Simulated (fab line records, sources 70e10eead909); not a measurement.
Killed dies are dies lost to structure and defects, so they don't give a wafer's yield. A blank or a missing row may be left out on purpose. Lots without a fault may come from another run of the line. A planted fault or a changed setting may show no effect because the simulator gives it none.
fab line records | flow nand_harc
record lots=24 wafers=72 last_day=34
route steps=1302 shown A_ONON_D2@569 A_CHANNEL_HOLE_D2@588 A_CHANNEL_FILL_D2@619 A_STAIRCASE@684
lots that met no fault: from a run of the same line without faults
start_h: hours from the record's first day to the start of the lot's first wafer shown | wait_h: hours since the lot's step before | " the same as in the row above | L1.1+2: a row that stands for several wafers | - no value, or no start given | * or withheld: withheld | < > ~ a bound
route shown NAME@n: a module of which the file shows steps, and the number in the route of the first | usual: mean/standard deviation of fault-free wafers | same: alike in all rows | chamber/n: place in a boat | sites: the reading at each site | _std_site: their standard deviation | _edge_site: outer sites' mean less inner sites' | radius_mm: how far each site lies from the wafer's centre | mask NAME#n: copy n | behind: the tool/chamber that last shaped the wafer | hold: why the lot was held/for how many hours/how that ended | device: the transistor (n, p or np) that didn't switch | end of line: the same wafers' tests at the end of the route | a step without rows: its recipe alone | killed: dies lost to structure and defects at the first sort, not the wafer's yield | map: a wafer's dies, x killed, . not, _ none there
set.NAME: the setting as run; set.NAME@STEP: as run at that earlier step | model.NAME: the simulator's own value behind a step, which no gauge read
steps of the route over a sample of lots; a table a step, a row a wafer
services: from which hour (start_h, from the record's first day; less than 0 if before it) a tool's chamber was out of use, for how many hours, and why
## steps
# step NHARC_A_ONON_D2_INSPECT_32
# usual raw_defect_count=371/130
# columns lot.wafer tool chamber start_h wait_h raw_defect_count
L074.1 defect_inspect-02 - 279.24 0.0 379
L074.2 " - " " 347
L074.3 " - " " 389
L075.2 defect_inspect-02 - 302.31 0.0 384
L075.3 " - " " 294
L075.6 " - " " 328
L076.1 defect_inspect-01 - 308.88 0.0 385
L076.5 " - " " 248
L076.6 " - " " 532
L078.3 defect_inspect-02 - 317.88 0.0 271
L078.5 " - " " 685
L078.6 " - " " 303
L077.3 defect_inspect-01 - 325.69 0.0 310
L077.4 " - " " 293
L077.5 " - " " 385
L079.1 defect_inspect-02 - 325.77 0.0 283
L079.5 " - " " 226
L079.6 " - " " 293
L081.2 defect_inspect-02 - 348.51 0.0 448
L081.3 " - " " 378
L081.4 " - " " 502
L080.1 defect_inspect-02 - 354.63 0.0 328
L080.4 " - " " 385
L080.5 " - " " 543
L084.1 defect_inspect-02 - 374.05 0.0 350
L084.2 " - " " 261
L084.6 " - " " 268
L082.2 defect_inspect-02 - 374.14 0.0 303
L082.3 " - " " 324
L082.5 " - " " 453
L083.1 defect_inspect-02 - 378.19 0.0 241
L083.2 " - " " 276
L083.4 " - " " 360
L086.1 defect_inspect-02 - 394.42 0.0 321
L086.4 " - " " 795
L086.5 " - " " 512
L085.2 defect_inspect-02 - 394.53 0.0 370
L085.4 " - " " 306
L085.5 " - " " 657
L087.1 defect_inspect-01 - 415.00 0.0 351
L087.2 " - " " 208
L087.3 " - " " 295
L089.1 defect_inspect-02 - 440.13 0.0 531
L089.3 " - " " 307
L089.5 " - " " 376
L088.2 defect_inspect-01 - 440.13 0.0 351
L088.3 " - " " 615
L088.5 " - " " 801
L090.3 defect_inspect-02 - 450.22 0.0 251
L090.4 " - " " 194
L090.5 " - " " 241
L091.1 defect_inspect-01 - 450.26 0.0 374
L091.2 " - " " 225
L091.6 " - " " 391
L092.2 defect_inspect-02 - 473.52 0.0 381
L092.5 " - " " 364
L092.6 " - " " 401
L093.1 defect_inspect-02 - 477.85 0.0 799
L093.4 " - " " 389
L093.5 " - " " 343
L095.2 defect_inspect-02 - 494.33 0.0 415
L095.3 " - " " 235
L095.6 " - " " 330
L094.1 defect_inspect-01 - 494.33 0.0 216
L094.3 " - " " 254
L094.4 " - " " 364
L096.4 defect_inspect-02 - 514.53 0.0 296
L096.5 " - " " 285
L096.6 " - " " 307
L097.1 defect_inspect-02 - 524.09 0.0 399
L097.2 " - " " 785
L097.4 " - " " 540
# step NHARC_A_CHANNEL_HOLE_D2_ETCH_34
# recipe target_depth_a=1540 time_s=77 cf4_flow_sccm=100 chf3_flow_sccm=30 ar_flow_sccm=0 rf_w=500 bias_w=200 chemistry=CF4/CHF3
# usual drypump_motor_current_A=5.8/0.31 oes_product_au=0.963/0.015 rf_vpp_V=371.2/1.7 showerhead_plenum_p_Torr=1.59/0.047 throttle_valve_pct=16.801/0.0095
# columns lot.wafer tool chamber start_h wait_h drypump_motor_current_A oes_product_au rf_hours_counter_h rf_vpp_V showerhead_plenum_p_Torr throttle_valve_pct
L074.2 rie_diel-06 3 - - 6.0 0.963 7.4 371.5 1.58 16.809
L074.1 " 0 " " 5.7 0.975 8.2 372.5 1.65 16.802
L074.3 " 1 " " 6.0 0.963 8.2 372.2 1.64 16.819
L075.3 rie_diel-07 0 - - 5.4 0.949 0.2 369.2 1.51 16.798
L075.2 " 1 " " 6.5 0.948 0.2 369.0 1.53 16.821
L075.6 " 1 " " 6.5 0.957 - 369.4 1.53 16.812
L076.1 rie_diel-01 0 - - 5.5 0.917 5.7 371.7 1.59 16.804
L076.6 " 1 " " 6.0 0.941 - 369.5 1.59 16.787
L076.5 " 2 " " 5.4 0.931 - 370.4 1.56 16.814
L078.3 rie_diel-07 1 - - 6.5 0.969 2.3 367.7 1.53 16.809
L078.6 " 2 " " 5.7 0.952 - 375.4 1.67 16.794
L078.5 " 3 " " 5.4 0.970 - 370.0 1.59 16.798
L077.4 rie_diel-06 3 - - 5.9 0.974 1.0 370.6 1.58 16.799
L077.3 " 1 " " 5.9 0.967 0.6 372.5 1.64 16.795
L077.5 " 0 " " 5.7 0.972 - 372.8 1.65 16.801
L079.1 rie_diel-07 3 - - 5.3 0.986 1.7 371.7 1.59 16.792
L079.5 " 1 " " 6.5 0.959 - 370.4 1.53 16.812
L079.6 " 2 " " 5.7 0.958 - 373.5 1.67 16.820
L081.2 rie_diel-06 0 - - 5.7 0.958 1.5 373.3 1.65 16.806
L081.4 " 1 " " 5.9 0.981 1.4 373.4 1.64 16.797
L081.3 " 2 " " 5.9 0.975 1.7 370.9 1.58 16.801
L080.4 rie_diel-07 1 - - 6.5 0.963 5.3 370.6 1.53 16.797
L080.1 " 3 " " 5.4 0.969 2.7 372.0 1.59 16.794
L080.5 " 1 " " 6.5 0.953 - 368.7 1.53 16.782
L084.2 rie_diel-01 2 - - 5.4 0.978 8.4 371.2 1.56 16.805
L084.1 " 3 " " 6.3 0.970 9.2 373.7 1.61 16.800
L084.6 " 1 " " 5.9 0.983 - 370.9 1.59 16.801
L082.3 rie_diel-06 2 - - 5.9 0.961 3.1 370.5 1.58 16.802
L082.2 " 0 " " 5.7 0.985 3.1 373.0 1.65 16.799
L082.5 " 2 " " 5.9 0.972 - 372.3 1.58 16.801
L083.4 rie_diel-06 2 - - 5.9 0.974 3.9 370.6 1.58 16.801
L083.2 " 3 " " 6.0 0.963 3.8 371.0 1.57 16.803
L083.1 " 0 " " 5.7 0.960 3.6 373.0 1.65 16.801
L086.4 rie_diel-07 3 - - 5.4 0.967 5.0 371.1 1.59 16.821
L086.1 " 1 " " 6.5 0.963 8.3 369.4 1.53 16.785
L086.5 " 3 " " 5.4 0.969 - 372.5 1.59 16.801
L085.4 rie_diel-06 0 - - 5.7 0.959 4.9 371.2 1.65 16.798
L085.2 " 1 " " 5.9 0.982 5.0 372.8 1.64 16.795
L085.5 " 3 " " 5.9 0.950 - 371.1 1.57 16.785
L087.3 rie_diel-07 2 - - 5.7 0.971 8.4 374.0 1.67 16.819
L087.1 " 3 " " 5.4 0.971 6.3 371.5 1.59 16.800
L087.2 " 1 " " 6.5 0.970 9.3 369.4 1.53 16.810
L089.1 rie_diel-06 3 - - 5.9 0.973 7.8 371.5 1.57 16.808
L089.3 " 1 " " 5.9 0.951 6.7 373.2 1.64 16.815
L089.5 " 2 " " 5.9 0.963 - 371.2 1.58 16.806
L088.3 rie_diel-01 2 - - 5.4 0.980 2.2 370.3 1.56 16.794
L088.2 " 3 " " 6.3 0.996 2.4 372.4 1.61 16.797
L088.5 " 1 " " 5.9 0.953 - 372.7 1.59 16.799
L090.4 rie_diel-01 3 - - 6.3 0.979 3.2 372.7 1.61 16.820
L090.3 " 0 " " 5.5 0.979 4.3 370.1 1.59 16.807
L090.5 " 0 " " 5.5 0.971 - 368.7 1.59 16.802
L091.2 rie_diel-06 3 - - 5.9 0.950 8.4 372.3 1.57 16.821
L091.1 " 0 " " 5.7 0.964 7.7 373.3 1.65 16.804
L091.6 " 2 " " 5.9 0.939 - 371.5 1.58 16.802
L092.2 rie_diel-06 1 - - 5.9 0.933 8.6 372.2 1.64 16.798
L092.5 " 2 " " 5.9 0.931 - 370.8 1.58 16.783
L092.6 " 3 " " 5.9 0.925 - 370.6 1.57 16.810
L093.1 rie_diel-07 2 - - 5.7 0.974 0.8 373.9 1.67 16.789
L093.4 " 3 " " 5.4 0.993 0.8 370.4 1.59 16.806
L093.5 " 2 " " 5.7 0.977 - 375.1 1.67 16.804
L094.1 rie_diel-07 0 - - 5.4 0.963 1.9 367.6 1.51 16.805
L094.4 " 1 " " 6.4 0.965 1.9 369.1 1.52 16.780
L094.3 " 2 " " 5.7 0.987 1.7 373.0 1.67 16.801
L095.3 rie_diel-06 2 - - 5.9 0.961 0.2 370.9 1.58 16.782
L095.2 " 0 " " 5.7 0.975 0.3 374.2 1.64 16.797
L095.6 " 2 " " 5.9 0.953 - 372.4 1.58 16.800
L096.4 rie_diel-01 3 - - 6.3 0.968 7.1 372.4 1.61 16.793
L096.6 " 0 " " 5.5 0.953 - 371.6 1.59 16.800
L096.5 " 1 " " 5.9 0.947 - 371.7 1.59 16.806
L097.2 rie_diel-06 1 - - 5.9 0.948 1.6 372.6 1.63 16.792
L097.1 " 3 " " 5.9 0.942 1.9 371.1 1.57 16.802
L097.4 " 3 " " 5.9 0.954 - 370.4 1.57 16.797
# step NHARC_A_CHANNEL_HOLE_D2_ETCH_25
# recipe bias_v=5000 source_w=withheld pressure_mtorr=20 time_s=1040.2 ar_flow_sccm=375 c4f8_flow_sccm=93.8 o2_flow_sccm=31.2 temp_c=-20 target_depth_a=15000 chemistry=C4F8/O2/Ar
# usual drypump_motor_current_A=5.5/0.45 he_backside_leak_sccm=5.8/0.64 showerhead_plenum_p_Torr=3.69/0.14 throttle_valve_pct=32.237/0.0093
# columns lot.wafer tool chamber start_h wait_h drypump_motor_current_A he_backside_leak_sccm rf_hours_counter_h showerhead_plenum_p_Torr throttle_valve_pct
L074.1 har_etch-02 1 286.22 0.6 6.1 6.1 361 3.60 32.248
L074.2 " 0 " " 4.9 6.0 361 3.57 32.227
L074.3 " 0 " " 4.9 5.9 - 3.57 32.235
L075.2 har_etch-01 1 312.25 0.7 5.2 5.5 149 3.69 32.248
L075.3 " 0 " " 5.7 5.5 - 3.63 32.225
L075.6 " 1 " " 5.2 5.9 - 3.69 32.252
L076.1 har_etch-02 0 315.90 0.6 4.9 6.1 373 3.56 32.239
L076.6 " 0 " " 4.9 6.1 - 3.56 32.232
L076.5 " 1 " " 6.1 6.5 - 3.60 32.242
L078.3 har_etch-02 0 327.82 0.7 4.9 5.9 - 3.56 32.234
L078.5 " 0 " " 4.9 5.8 - 3.56 32.238
L078.6 " 1 " " 6.1 6.1 - 3.59 32.241
L077.4 har_etch-01 1 338.11 0.7 5.2 5.9 - 3.68 32.228
L077.3 " 0 " " 5.6 5.8 - 3.62 32.233
L077.5 " 0 " " 5.6 5.5 - 3.62 32.225
L079.1 har_etch-02 0 339.80 0.7 4.9 6.0 392 3.55 32.236
L079.5 " 1 " " 6.1 6.4 - 3.59 32.247
L079.6 " 0 " " 4.9 6.1 - 3.55 32.243
L081.2 har_etch-02 0 355.53 0.7 4.9 6.0 400 3.55 32.244
L081.4 " 1 " " 6.1 6.4 - 3.58 32.234
L081.3 " 0 " " 5.0 6.2 - 3.55 32.228
L080.1 har_etch-02 1 363.60 0.6 6.1 6.2 404 3.58 32.249
L080.4 " 0 " " 4.9 6.4 - 3.55 32.247
L080.5 " 0 " " 5.0 6.2 - 3.55 32.240
L084.2 har_etch-01 1 381.49 0.6 5.2 6.1 190 3.67 32.226
L084.1 " 0 " " 5.7 5.5 190 3.61 32.230
L084.6 " 0 " " 5.7 5.6 - 3.61 32.250
L082.2 har_etch-01 1 385.79 0.7 5.2 5.7 194 3.67 32.231
L082.3 " 0 " " 5.7 5.6 - 3.60 32.227
L082.5 " 1 " " 5.2 5.7 - 3.67 32.239
L083.2 har_etch-02 0 397.38 0.6 4.9 4.9 3 3.93 32.220
L083.1 " 1 " " 6.1 5.1 3 3.93 32.247
L083.4 " 1 " " 6.1 4.9 - 3.93 32.220
L086.1 har_etch-01 0 402.34 0.7 5.7 5.6 209 3.60 32.234
L086.4 " 0 " " 5.7 5.9 - 3.60 32.235
L086.5 " 0 " " 5.7 5.7 - 3.60 32.231
L085.2 har_etch-02 1 405.49 0.7 6.0 5.2 10 3.92 32.239
L085.4 " 1 " " 6.1 5.1 - 3.92 32.221
L085.5 " 1 " " 6.0 5.3 - 3.92 32.241
L087.2 har_etch-01 1 421.99 0.6 5.2 5.7 221 3.65 32.242
L087.1 " 0 " " 5.6 5.8 221 3.59 32.242
L087.3 " 0 " " 5.6 5.8 - 3.59 32.229
L089.1 har_etch-01 0 451.52 0.7 5.6 5.8 236 3.58 32.242
L089.3 " 0 " " 5.7 6.0 - 3.58 32.238
L089.5 " 1 " " 5.2 5.7 - 3.64 32.266
L088.2 har_etch-02 1 451.72 0.7 6.1 5.2 33 3.91 32.239
L088.3 " 0 " " 5.0 5.2 - 3.91 32.238
L088.5 " 0 " " 4.9 5.1 - 3.91 32.238
L090.4 har_etch-01 1 457.50 0.7 5.2 6.2 - 3.64 32.220
L090.3 " 0 " " 5.6 5.7 - 3.58 32.254
L090.5 " 0 " " 5.7 5.9 - 3.58 32.222
L091.1 har_etch-02 0 457.64 0.6 4.9 5.2 37 3.91 32.263
L091.2 " 1 " " 6.1 4.9 37 3.91 32.226
L091.6 " 0 " " 4.9 5.0 - 3.91 32.223
L092.2 har_etch-02 0 480.44 0.6 4.9 5.2 49 3.90 32.237
L092.6 " 0 " " 4.9 5.2 - 3.90 32.235
L092.5 " 1 " " 6.1 5.4 - 3.90 32.231
L093.1 har_etch-01 1 491.55 0.6 5.2 5.9 263 3.63 32.227
L093.4 " 0 " " 5.7 6.1 - 3.57 32.242
L093.5 " 1 " " 5.2 6.0 - 3.63 32.239
L094.1 har_etch-01 1 501.44 0.7 5.2 6.4 267 3.63 32.225
L094.3 " 0 " " 5.7 6.1 - 3.56 32.243
L094.4 " 1 " " 5.2 5.9 - 3.63 32.247
L095.2 har_etch-02 0 501.59 0.7 4.9 5.2 64 3.89 32.237
L095.3 " 0 " " 4.9 5.1 - 3.89 32.235
L095.6 " 0 " " 5.0 5.0 - 3.89 32.239
L096.4 har_etch-01 1 521.77 0.7 5.2 5.9 - 3.62 32.243
L096.6 " 1 " " 5.2 5.5 - 3.62 32.239
L096.5 " 0 " " 5.6 5.9 - 3.56 32.240
L097.2 har_etch-02 1 535.00 0.7 6.1 5.3 79 3.88 32.250
L097.1 " 0 " " 4.9 5.4 79 3.88 32.221
L097.4 " 0 " " 4.9 5.4 - 3.88 32.241
# step NHARC_A_CHANNEL_FILL_D2_ETCHBACK_19
# recipe target_depth_a=50 time_s=1.7 hbr_flow_sccm=150 cl2_flow_sccm=50 rf_w=400 icp_w=400 bias_w=100 chemistry=HBr/Cl2
# usual drypump_motor_current_A=6.0/0.46 he_backside_leak_sccm=2.78/0.28 oes_product_au=0.999/0.0072 throttle_valve_pct=26.404/0.0099
# columns lot.wafer tool chamber start_h wait_h drypump_motor_current_A he_backside_leak_sccm oes_product_au rf_hours_counter_h throttle_valve_pct
L074.2 rie_si-04 2 310.47 0.4 5.8 4.92 0.988 0.83 26.391
L074.3 " 3 " " 6.5 2.79 1.011 0.77 26.420
L074.1 " 1 " " 6.4 2.75 1.001 0.80 26.402
L075.3 rie_si-02 3 343.15 0.4 6.5 2.22 1.014 0.30 26.389
L075.2 " 1 " " 6.1 2.86 0.990 0.33 26.399
L075.6 " 0 " " 6.1 2.75 0.996 - 26.402
L076.1 rie_si-01 0 343.19 0.4 4.9 3.06 1.002 1.00 26.400
L076.5 " 1 " " 5.6 2.82 0.996 - 26.397
L076.6 " 2 " " 6.3 2.61 0.997 - 26.408
L078.3 rie_si-02 3 355.11 0.4 6.6 2.47 0.980 0.42 26.392
L078.6 " 3 " " 6.6 2.60 0.989 - 26.412
L078.5 " 0 " " 6.1 2.67 0.982 - 26.393
L077.3 rie_si-02 3 364.94 0.4 6.6 2.43 0.995 0.53 26.426
L077.4 " 0 " " 6.1 2.70 1.003 0.45 26.410
L077.5 " 3 " " 6.6 2.41 0.994 - 26.398
L079.1 rie_si-04 1 364.98 0.4 6.5 2.85 0.998 0.07 26.408
L079.5 " 2 " " 5.8 3.08 1.000 - 26.409
L079.6 " 3 " " 6.4 2.56 1.003 - 26.422
L081.4 rie_si-04 0 383.55 0.4 6.0 2.76 0.996 0.12 26.406
L081.3 " 1 " " 6.4 2.63 0.999 0.13 26.394
L081.2 " 2 " " 5.8 2.93 1.001 0.08 26.399
L080.1 rie_si-04 3 391.05 0.4 6.5 2.79 1.004 0.16 26.391
L080.4 " 1 " " 6.5 2.71 0.994 0.16 26.392
L080.5 " 3 " " 6.5 2.62 1.007 - 26.419
L082.2 rie_si-01 1 411.32 0.4 5.5 2.82 1.001 0.34 26.406
L082.3 " 2 " " 6.3 2.60 0.993 0.27 26.397
L082.5 " 3 " " 5.8 3.11 1.007 - 26.388
L084.1 rie_si-04 3 411.32 0.4 6.5 2.66 1.006 0.23 26.412
L084.2 " 0 " " 6.0 2.81 1.008 0.22 26.394
L084.6 " 2 " " 5.9 2.86 1.005 - 26.390
L083.4 rie_si-01 1 424.33 0.4 5.5 2.83 0.987 0.41 26.402
L083.1 " 2 " " 6.3 2.60 1.001 0.34 26.426
L083.2 " 3 " " 5.8 2.97 1.006 0.29 26.419
L086.1 rie_si-04 1 430.36 0.4 6.4 2.74 1.004 0.37 26.405
L086.4 " 0 " " 6.0 2.75 0.995 0.38 26.417
L086.5 " 2 " " 5.8 2.86 0.998 - 26.410
L085.4 rie_si-01 1 430.37 0.4 5.5 2.77 0.995 0.44 26.404
L085.2 " 3 " " 5.8 2.89 0.999 0.30 26.403
L085.5 " 0 " " 4.9 3.08 1.002 - 26.393
L087.1 rie_si-01 1 449.01 0.4 5.5 2.83 1.000 0.55 26.403
L087.3 " 3 " " 5.8 3.08 1.010 0.37 26.403
L087.2 " 0 " " 4.9 2.98 1.005 0.38 26.382
L088.3 rie_si-01 2 481.88 0.4 6.3 2.57 0.988 0.71 26.407
L088.2 " 3 " " 5.8 3.20 1.006 0.53 26.413
L088.5 " 2 " " 6.3 2.60 0.999 - 26.403
L089.1 rie_si-04 0 481.88 0.4 6.0 2.67 0.998 0.65 26.393
L089.3 " 2 " " 5.8 3.13 0.997 0.57 26.407
L089.5 " 0 " " 6.0 2.59 0.998 - 26.391
L091.1 rie_si-02 0 481.89 0.4 6.1 2.90 0.993 0.05 26.397
L091.2 " 1 " " 6.1 2.91 0.992 0.07 26.409
L091.6 " 3 " " 6.5 2.39 0.995 - 26.406
L090.3 rie_si-02 0 481.94 0.4 6.1 2.81 1.007 0.07 26.420
L090.4 " 1 " " 6.1 3.10 0.999 0.08 26.407
L090.5 " 0 " " 6.2 2.90 1.000 - 26.401
L092.2 rie_si-01 1 508.74 0.4 5.5 2.84 1.010 1.04 26.410
L092.5 " 2 " " 6.3 2.45 0.996 - 26.406
L092.6 " 3 " " 5.8 3.32 1.003 - 26.393
L093.4 rie_si-02 1 521.74 0.4 6.1 2.90 0.987 0.24 26.388
L093.1 " 2 " " 5.6 2.48 0.986 0.31 26.405
L093.5 " 0 " " 6.2 2.87 0.994 - 26.385
L095.2 rie_si-02 3 528.34 0.4 6.6 2.34 1.008 0.35 26.394
L095.3 " 1 " " 6.1 2.95 0.996 0.27 26.416
L095.6 " 3 " " 6.6 2.42 1.000 - 26.415
L094.3 rie_si-01 3 528.34 0.4 5.8 2.98 1.004 0.81 26.401
L094.1 " 1 " " 5.6 2.79 1.005 1.13 26.389
L094.4 " 2 " " 6.3 2.60 0.998 0.99 26.392
L096.4 rie_si-02 3 549.83 0.4 6.6 2.57 1.006 0.50 26.401
L096.6 " 1 " " 6.1 2.98 0.994 - 26.407
L096.5 " 2 " " 5.7 2.22 1.003 - 26.415
L097.1 rie_si-01 0 566.88 0.4 4.9 2.94 0.995 0.12 26.412
L097.2 " 1 " " 5.5 2.78 0.999 0.12 26.391
L097.4 " 0 " " 4.9 2.92 0.985 - 26.410
# step NHARC_A_CHANNEL_FILL_D2_ALD_25
# recipe target_thk_a=600 pulse_time_s=10 ald_cycles=600 temp_c=300 material=SiOx
# usual heater_power_outer_w=257/33 heater_power_w=446/48 precursor_pulse_height_rel=1.001/0.021 susceptor_temp_C=300.01/0.19
# columns lot.wafer tool chamber start_h wait_h heater_power_outer_w heater_power_w precursor_pulse_height_rel susceptor_temp_C
L074.1 ald_hk-04 2 322.43 0.1 260 436 0.978 300.23
L074.3 " 0 324.89 2.5 252 464 1.020 300.20
L074.2 " 1 326.12 3.8 233 403 1.015 299.80
L076.1 ald_hk-03 2 354.70 0.1 243 422 0.985 300.35
L076.5 " 2 357.15 2.6 237 409 1.023 300.45
L076.6 " 3 " " 243 460 1.038 300.21
L075.3 ald_hk-04 3 355.33 0.7 287 473 1.014 300.17
L075.2 " 0 " " 246 453 0.991 299.78
L075.6 " 3 357.81 3.2 286 466 0.995 299.98
L078.3 ald_hk-02 1 368.07 0.0 275 433 1.007 300.14
L078.6 " 1 370.54 2.5 279 441 0.983 300.19
L078.5 " 2 " " 315 543 0.987 299.93
L079.1 ald_hk-04 0 376.78 0.1 247 460 0.981 299.88
L079.5 " 0 379.23 2.5 250 470 1.025 299.77
L079.6 " 1 " " 242 403 0.972 299.99
L077.4 ald_hk-03 2 377.39 0.7 242 419 0.983 300.03
L077.3 " 3 " " 253 454 1.004 299.63
L077.5 " 2 379.88 3.2 242 425 1.012 300.31
L081.4 ald_hk-04 0 395.88 0.2 252 458 1.024 300.07
L081.3 " 1 " " 237 411 1.018 299.83
L081.2 " 3 397.74 2.1 284 484 1.008 299.89
L080.1 ald_hk-03 3 405.16 1.3 254 457 0.983 300.21
L080.4 " 0 " " 241 418 1.004 299.95
L080.5 " 2 407.02 3.2 227 382 1.039 299.88
L082.2 ald_hk-03 3 423.45 0.1 252 453 0.999 299.99
L082.3 " 1 424.70 1.3 201 360 1.025 299.95
L082.5 " 0 426.56 3.2 234 426 1.015 300.19
L084.1 ald_hk-04 0 423.77 0.4 251 458 1.021 300.07
L084.2 " 2 425.01 1.7 260 421 0.994 299.90
L084.6 " 1 426.87 3.5 236 414 0.974 300.07
L083.1 ald_hk-03 3 435.79 0.1 255 448 1.010 -
L083.4 " 1 437.00 1.3 196 352 1.007 -
L083.2 " 2 " " 223 389 1.030 -
L086.1 ald_hk-02 3 441.85 0.1 254 461 0.973 300.24
L086.4 " 2 443.69 1.9 316 541 1.018 300.38
L086.5 " 3 " " 253 479 1.003 299.99
L085.2 ald_hk-03 1 441.85 0.1 194 347 0.999 299.95
L085.4 " 0 443.73 1.9 235 421 1.023 300.06
L085.5 " 2 444.98 3.2 232 391 0.994 300.00
L087.3 ald_hk-02 1 462.19 0.0 277 447 1.013 300.13
L087.2 " 2 " " 323 533 0.976 299.77
L087.1 " 3 " " 253 475 0.980 300.07
L091.2 ald_hk-04 0 493.41 0.1 248 438 0.978 299.85
L091.1 " 3 495.29 1.9 288 485 1.039 300.00
L091.6 " 0 " " 245 441 0.998 299.91
L089.3 ald_hk-02 3 494.01 0.7 256 466 0.993 299.75
L089.1 " 0 " " 316 528 0.992 299.69
L089.5 " 2 495.83 2.5 321 553 1.002 300.04
L088.3 ald_hk-03 1 494.85 1.5 198 368 0.981 299.90
L088.2 " 2 " " 228 383 0.984 300.06
L088.5 " 0 496.70 3.3 244 422 1.010 300.29
L090.4 ald_hk-02 3 497.65 4.3 257 481 1.006 300.17
L090.3 " 0 " " 315 530 1.035 300.25
L090.5 " 2 499.50 6.1 325 539 0.997 299.62
L092.2 ald_hk-04 0 522.31 1.3 249 427 1.020 300.25
L092.5 " 2 523.54 2.5 240 397 0.993 299.62
L092.6 " 3 " " 284 480 1.006 300.14
L094.4 ald_hk-04 3 537.33 0.0 296 489 0.949 300.04
L094.1 " 1 538.56 1.3 240 416 1.008 300.02
L094.3 " 2 " " 238 406 0.981 300.07
L095.2 ald_hk-02 3 537.46 0.2 257 475 1.009 299.91
L095.3 " 1 539.93 2.7 285 454 0.996 300.10
L095.6 " 3 542.41 5.1 258 475 0.999 299.61
L093.1 ald_hk-03 1 538.44 1.2 193 362 1.018 299.92
L093.4 " 2 " " 232 391 0.992 300.09
L093.5 " 2 541.51 4.2 231 393 1.017 300.10
L096.4 ald_hk-04 3 562.36 0.1 296 489 1.020 300.07
L096.6 " 3 564.80 2.5 295 477 1.003 300.18
L096.5 " 0 " " 246 437 1.009 300.09
L097.4 ald_hk-02 3 582.91 0.0 256 479 0.988 300.32
L097.2 " 0 " " 305 498 1.024 299.88
L097.1 " 2 584.75 1.9 307 529 0.985 299.93
# step NHARC_A_STAIRCASE_ETCH_27
# recipe target_depth_a=1000 time_s=40.5 ion_energy_ev=400 c4f8_flow_sccm=20 o2_flow_sccm=10 ar_flow_sccm=withheld rf_w=600 bias_w=1000 chemistry=C4F8/O2
# usual oes_product_au=0.947/0.016 rf_vpp_V=894/5.3
# columns lot.wafer tool chamber start_h wait_h oes_product_au rf_hours_counter_h rf_vpp_V
L074.3 rie_diel-03 3 - - 0.946 21 900
L074.1 " 1 " " 0.942 20 906
L074.2 " 2 " " 0.953 16 897
L075.3 rie_diel-04 1 - - 0.937 1 896
L075.2 " 0 " " 0.944 1 895
L075.6 " 1 " " 0.927 - 895
L076.1 rie_diel-10 1 - - 0.946 40 905
L076.5 " 1 " " 0.938 - 904
L076.6 " 2 " " 0.944 - 891
L078.3 rie_diel-10 2 - - 0.948 49 893
L078.5 " 2 " " 0.961 - 893
L078.6 " 3 " " 0.952 - 897
L077.3 rie_diel-03 2 - - 0.950 33 897
L077.4 " 3 " " 0.973 42 899
L077.5 " 2 " " 0.956 - 900
L079.1 rie_diel-04 3 - - 0.936 15 888
L079.5 " 2 " " 0.945 - 890
L079.6 " 3 " " 0.933 - 890
L081.2 rie_diel-04 3 - - 0.949 19 890
L081.3 " 0 " " 0.946 17 893
L081.4 " 1 " " 0.943 15 895
L080.1 rie_diel-04 0 - - 0.938 24 894
L080.4 " 1 " " 0.939 20 897
L080.5 " 1 " " 0.939 - 896
L084.2 rie_diel-03 0 - - 0.929 56 903
L084.1 " 1 " " 0.949 49 905
L084.6 " 3 " " 0.948 - 900
L082.2 rie_diel-04 2 - - 0.939 28 889
L082.3 " 0 " " 0.940 28 891
L082.5 " 2 " " 0.932 - 889
L083.1 rie_diel-04 3 - - 0.941 35 887
L083.2 " 1 " " 0.945 32 896
L083.4 " 3 " " 0.934 - 889
L086.1 rie_diel-10 3 - - 0.935 10 897
L086.5 " 3 " " 0.928 - 897
L086.4 " 1 " " 0.929 - 902
L085.2 rie_diel-04 1 - - 0.939 41 895
L085.4 " 1 " " 0.940 - 895
L085.5 " 3 " " 0.928 - 888
L087.2 rie_diel-04 3 - - 0.945 48 888
L087.3 " 0 " " 0.943 46 892
L087.1 " 1 " " 0.946 45 895
L089.1 rie_diel-10 0 - - 0.953 12 896
L089.3 " 3 " " 0.949 27 895
L089.5 " 0 " " 0.952 - 896
L091.1 rie_diel-04 3 - - 0.956 56 888
L091.2 " 0 " " 0.955 53 892
L091.6 " 0 " " 0.969 - 892
L088.2 rie_diel-03 1 - - 0.955 14 906
L088.3 " 3 " " 0.945 14 899
L088.5 " 0 " " 0.930 - 904
L090.3 rie_diel-04 2 - - 0.942 39 888
L090.4 " 1 " " 0.949 55 895
L090.5 " 2 " " 0.941 - 888
L092.2 rie_diel-10 0 - - 0.939 22 896
L092.5 " 1 " " 0.947 - 901
L092.6 " 2 " " 0.962 - 889
L093.4 rie_diel-04 1 - - 0.954 6 895
L093.1 " 3 " " 0.958 5 887
L093.5 " 1 " " 0.954 - 894
L094.3 rie_diel-04 3 554.61 - 1.007 5 888
L094.4 " 0 " " 1.002 5 892
L094.1 " 1 " " 1.006 6 893
L095.2 rie_diel-10 0 - - 0.964 27 896
L095.3 " 1 " " 0.947 42 901
L095.6 " 3 " " 0.953 - 896
L096.4 rie_diel-04 3 - - 0.928 9 888
L096.6 " 2 " " 0.932 - 889
L096.5 " 3 " " 0.932 - 887
L097.1 rie_diel-04 0 - - 0.945 20 892
L097.4 " 1 " " 0.945 21 892
L097.2 " 2 " " 0.948 17 889
## services
# columns tool chamber start_h hours kind
rie_diel-04 0 278.73 4.4 repair
rie_si-01 2 279.48 1.8 repair
rie_diel-06 - 307.23 9.0 pm
rie_diel-06 - 337.70 0.9 repair
rie_si-01 1 338.20 1.0 repair
rie_diel-06 2 343.02 4.8 repair
rie_si-01 - 353.27 0.2 repair
rie_diel-04 - 355.03 9.0 pm
rie_si-01 - 370.00 9.0 pm
har_etch-02 - 377.50 17.0 pm
rie_si-01 0 398.34 5.7 repair
rie_diel-04 3 426.47 1.7 repair
rie_si-01 2 431.05 8.9 repair
ald_hk-04 - 434.04 10.0 pm
rie_diel-04 2 445.86 34.0 repair
rie_si-01 0 466.79 1.0 repair
rie_diel-06 - 484.23 9.0 pm
rie_diel-04 0 505.96 4.3 repair
rie_diel-04 2 523.84 18.4 repair
rie_diel-06 2 527.24 12.1 repair
rie_diel-04 - 532.03 9.0 pm
rie_si-01 2 545.29 23.0 repair
rie_si-01 - 547.00 9.0 pm
rie_diel-06 1 580.33 12.8 repair
## key
fault none
